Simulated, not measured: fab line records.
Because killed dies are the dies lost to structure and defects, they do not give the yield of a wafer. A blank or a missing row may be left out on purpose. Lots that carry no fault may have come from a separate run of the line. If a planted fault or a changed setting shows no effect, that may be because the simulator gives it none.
Matching of chambers || flow n5-finfet || 4 sister chambers for N5_BEOL_M0_SAQP_ETCH_102 on rie-si-05
The step etches SiO2 in CF4, target depth 4 nm, time 4.4 s. 4 wafers are shown with their chamber, then 11 later ones without.

EACH WAFER AND ITS CHAMBER
{"wafer": "L085.1", "chamber": 0, "drypump-motor-current-A (A)": 6.0}
{"wafer": "L085.5", "chamber": 2, "drypump-motor-current-A (A)": 4.9}
{"wafer": "L085.6", "chamber": 3, "drypump-motor-current-A (A)": 6.1}
{"wafer": "L089.1", "chamber": 1, "drypump-motor-current-A (A)": 5.7}

WAFERS WITH NO CHAMBER GIVEN
{"wafer": "L089.2", "drypump-motor-current-A (A)": 4.8}
{"wafer": "L089.4", "drypump-motor-current-A (A)": 6.0}
{"wafer": "L091.1", "drypump-motor-current-A (A)": 4.8}
{"wafer": "L091.4", "drypump-motor-current-A (A)": 6.1}
{"wafer": "L091.6", "drypump-motor-current-A (A)": 4.8}
{"wafer": "L093.3", "drypump-motor-current-A (A)": 4.9}
{"wafer": "L093.4", "drypump-motor-current-A (A)": 6.0}
{"wafer": "L093.6", "drypump-motor-current-A (A)": 6.0}
{"wafer": "L094.1", "drypump-motor-current-A (A)": 5.8}
{"wafer": "L094.4", "drypump-motor-current-A (A)": 4.8}
{"wafer": "L094.6", "drypump-motor-current-A (A)": 5.8}

WHICH CHAMBER EACH WENT THROUGH
{"wafer": "L089.2", "from the rows above": 2, "in truth": 2}
{"wafer": "L089.4", "from the rows above": "can't be placed: 0 or 3", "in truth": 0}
{"wafer": "L091.1", "from the rows above": 2, "in truth": 2}
{"wafer": "L091.4", "from the rows above": "can't be placed: 3 or 0", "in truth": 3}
{"wafer": "L091.6", "from the rows above": 2, "in truth": 2}
{"wafer": "L093.3", "from the rows above": 2, "in truth": 2}
{"wafer": "L093.4", "from the rows above": "can't be placed: 0 or 3", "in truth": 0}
{"wafer": "L093.6", "from the rows above": "can't be placed: 0 or 3", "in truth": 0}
{"wafer": "L094.1", "from the rows above": "can't be placed: 1 or 0", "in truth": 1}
{"wafer": "L094.4", "from the rows above": 2, "in truth": 2}
{"wafer": "L094.6", "from the rows above": "can't be placed: 1 or 0", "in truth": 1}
Correctly placed: 5 of 11. Can't be placed from these rows: 6 (the true chamber is among the candidates in 6). Placed wrongly: 0.
How it was worked out, from the rows above alone: a wafer's distance from a chamber is the root of the sum, over the readings, of the square of ((its reading less the chamber's mean) divided by the reading's scatter). If the next closest chamber is less than 2 further off than the closest, the wafer can't be placed; otherwise it belongs to the closest. The mean given for a chamber averages the wafers shown for that chamber. The scatter: root of mean squared gap, hidden wafer to nearest shown wafer, with one shown wafer a chamber.
